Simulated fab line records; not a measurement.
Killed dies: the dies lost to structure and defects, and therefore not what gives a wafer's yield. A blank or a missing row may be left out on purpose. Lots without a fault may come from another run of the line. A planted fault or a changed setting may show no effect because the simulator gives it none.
A struck lot beside a sound one	flow nandHarc	14 steps out of a route of 1302
Sound: the wafers L350.2, L350.3, L350.5. The struck wafers were L362.1, L362.5, L362.6. Last of all comes the cause.
At each step with rows: each side's tool, then ch and its chambers, then its first start. Under that, the readings that differ: sound wafers	struck wafers	difference of the means	sigmas: that difference in standard deviations of wafers without a fault.
alike: readings whose means differ by less than 2 such deviations, and words and numbers that are the same on both sides. not compared: withheld readings, readings that some wafer has no value for, bounds like >300 that may hide the same value, and numbers for which the record gives no deviation and whose values overlap.
A row with sigmas, a row that says differs or no value, or rows on one side alone: a step with any of these is where the two part. Non-overlapping numbers with no deviation appear without sigmas and do not part them. A reading that every wafer of one side lacks parts them only if that side has two wafers or more.

first, 1 step without rows for these wafers: NHARC_A_ONON_D1_DEP_03 (target thk 1000 nm).
NHARC_A_ONON_D1_THK_MEAS_05: measures by ellipsometry.
  sound on filmMetro-02, day 9 21:37; struck on filmMetro-02, day 14 23:01
  alike: thkNm
following that, 1 step holds no rows for these wafers, namely NHARC_A_ONON_D1_DEP_06 (target thickness 1000 nm).
NHARC_A_ONON_D1_THK_MEAS_08: measures by ellipsometry.
  sound on filmMetro-02, day 9 22:11; struck on filmMetro-02, day 14 23:35
  alike: thkNm
following that, 1 step holds no rows for these wafers, namely NHARC_A_ONON_D1_DEP_09 (target thickness 1000 nm).
NHARC_A_ONON_D1_THK_MEAS_11: measures by ellipsometry.
  sound on filmMetro-01, day 9 22:45; struck on filmMetro-01, day 15 00:08
  alike: thkNm
following that, 1 step holds no rows for these wafers, namely NHARC_A_ONON_D1_DEP_12 (target thickness 1000 nm).
NHARC_A_ONON_D1_THK_MEAS_14: measures by ellipsometry.
  sound on filmMetro-02, day 9 23:19; struck on filmMetro-02, day 15 00:43
  alike: thkNm
then, 2 steps without rows for these wafers: NHARC_A_ONON_D1_ANNEAL_15 (time 3600 s); NHARC_A_ONON_D1_DEP_16 (target thk 1000 nm).
NHARC_A_ONON_D1_THK_MEAS_18: measures by ellipsometry.
  sound on filmMetro-02, day 11 00:14; struck on filmMetro-01, day 15 08:45
  alike: thkNm
NHARC_A_ONON_D1_DEP_19: target thk 1000 nm.
  sound on pecvdOnon-01 ch 0, day 11 00:20; struck on pecvdOnon-01 ch 0, day 15 08:49
NHARC_A_ONON_D1_THK_MEAS_21: measures by ellipsometry.
  sound on filmMetro-01, day 11 00:47; struck on filmMetro-01, day 15 09:29
reading	sound	struck	difference	sigmas
thkNm (nm)	998 998 998	631 631 632	-367	-42
  not compared: hold
-- break in the record here, with 17 days between the starts of the struck wafers on either side (left off in module A_ONON_D1, picked up again in module END, where the first step shown is number 1302 on the route) --
NHARC_END_SORT_01:
  only the struck wafers appear in the record here, on prober-02 ch 0 at day 32 09:55; the sound ones have no rows

== WHERE THEY PART ==
Last at NHARC_END_SORT_01 as far as this record goes, first at NHARC_A_ONON_D1_THK_MEAS_21.

WHY: what had been put in by the simulator
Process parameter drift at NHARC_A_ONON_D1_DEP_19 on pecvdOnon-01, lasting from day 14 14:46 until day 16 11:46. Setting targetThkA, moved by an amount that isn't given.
